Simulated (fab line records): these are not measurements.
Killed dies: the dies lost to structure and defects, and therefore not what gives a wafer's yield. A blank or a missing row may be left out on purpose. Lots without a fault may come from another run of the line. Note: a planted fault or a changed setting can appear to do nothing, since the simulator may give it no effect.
Split-lot experiment ; flow n5-finfet ; 7 lots, 21 wafers read, on a route of 1938 steps

== THE SPLIT ==
At N5_BEOL_M4_COAT_62 (time 60 s, resist thk 12 nm), the setting spin-rpm was moved away from the recipe's 1500 rpm on 4 of the 21 wafers read, by -4.9% to +9.7%. All remaining wafers had this setting at the recipe value.

== FROM THE SPLIT TO THE READING: what the file shows between them, 4 steps ==
- N5_BEOL_M4_COAT_73: time 60 s, resist thk 5 nm
- N5_BEOL_M4_COAT_05: resist thk 30 nm
- N5_BEOL_M4_DESCUM_16: chemistry O2, time 7 s
- N5_BEOL_M4_ETCH_74: etches underlayer in N2/H2, target depth 6.5 nm, time 5.2 s

== THE READING ==
etch.depth-nm (the simulator's own value, which no gauge read), in nm, at N5_BEOL_M4_ETCH_63 (etches SiARC in CF4, target depth 15.6 nm, time 26 s). There is no usual value for it anywhere in the file. Average 11.98 nm, standard deviation 0.028 nm, over the 17 wafers here run with the recipe.

wafer;tool, chamber at the split;spin-rpm as run, rpm;against the recipe;etch.depth-nm, nm;against lot-mates on the recipe
L077.2;litho-track-03, 0;1562;+4.1%;11.77;-0.19
L077.4;litho-track-03, 0;1500;recipe;11.96;-
L077.6;litho-track-03, 0;1562;+4.1%;11.73;-0.23
L081.2;litho-track-03, 0;1500;recipe;11.95;-
L081.5;litho-track-03, 0;1500;recipe;11.95;-
L081.6;litho-track-03, 0;1500;recipe;11.94;-
L082.4;litho-track-01, 0;1500;recipe;11.97;-
L082.5;litho-track-01, 0;1500;recipe;12.02;-
L082.6;litho-track-01, 0;1500;recipe;12.01;-
L087.1;litho-track-04, 0;1645;+9.7%;11.46;-0.52
L087.4;litho-track-04, 0;1500;recipe;11.98;-
L087.6;litho-track-04, 0;1500;recipe;11.99;-
L086.1;litho-track-01, 0;1500;recipe;11.96;-
L086.3;litho-track-01, 0;1500;recipe;11.96;-
L086.6;litho-track-01, 0;1500;recipe;11.98;-
L090.2;litho-track-01, 0;1500;recipe;12.03;-
L090.3;litho-track-01, 0;1427;-4.9%;12.32;+0.30
L090.6;litho-track-01, 0;1500;recipe;12.02;-
L095.1;litho-track-01, 0;1500;recipe;11.95;-
L095.3;litho-track-01, 0;1500;recipe;11.94;-
L095.4;litho-track-01, 0;1500;recipe;11.98;-

FIT RESULTS
A straight line over all 21 wafers: etch.depth-nm changes by -0.0569 nm for each +1% of spin-rpm; r = -0.98; the points scatter about the line by 0.032 nm.
The same after taking each lot's own level away (the mean of its wafers on the recipe; 21 wafers): -0.0548 nm for each +1%; r = -0.99; scatter 0.016 nm.
Per that fit: largest spin-rpm move, reading shift of 0.53 nm.
From 11.947 to 12.025 nm: that is the span of the lots' own levels, equal to 2.8 times the standard deviation above.
Hence the lot-to-lot level has little effect on the slope; both slopes agree.
Check: with one of the wafers moved furthest among these (+9.7%) left out of the fit, the line predicts -0.529 nm for it against its lot-mates. Against them it came out at -0.525 nm.

== THE OTHER SPLITS THESE WAFERS WENT THROUGH ==
Note: prior to the reading, these wafers also went through further splits. Each is held against what the fit with the lots' levels taken away leaves over:
other split on the same wafers;wafers away from the commonest value;r with etch.depth-nm (lot level and that fit taken away)
N5_BEOL_M1_COAT_73 temp-c;6;+0.09
N5_BEOL_M2_DESCUM_16 time-s;8;-0.26
N5_BEOL_M2_TRENCH_ETCH_37 bias-w;10;+0.16
N5_BEOL_M3_ILD_DEP_00 time-s;7;-0.13
N5_BEOL_M3_DEP_57 time-s;6;+0.19

== THE WHOLE CHAIN: every reading that the file lists as answering this split, in the file's order ==
step;what it does;reading;change (the file's fit);r (the file's)
N5_BEOL_M4_COAT_62;time 60 s, resist thk 12 nm;SiARC_of_BEOL_M4_COAT_62.thk-nm (the simulator's own value, which no gauge read);-0.0639 nm for each +1% of the setting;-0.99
N5_BEOL_M4_ETCH_63;etches SiARC in CF4, target depth 15.6 nm, time 26 s;etch.depth-nm (the simulator's own value, which no gauge read);-0.0552 nm for each +1% of the setting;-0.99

== FILE'S OWN FIT ==
etch.depth-nm changes by -0.0552 nm for each +1% of spin-rpm, r = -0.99.
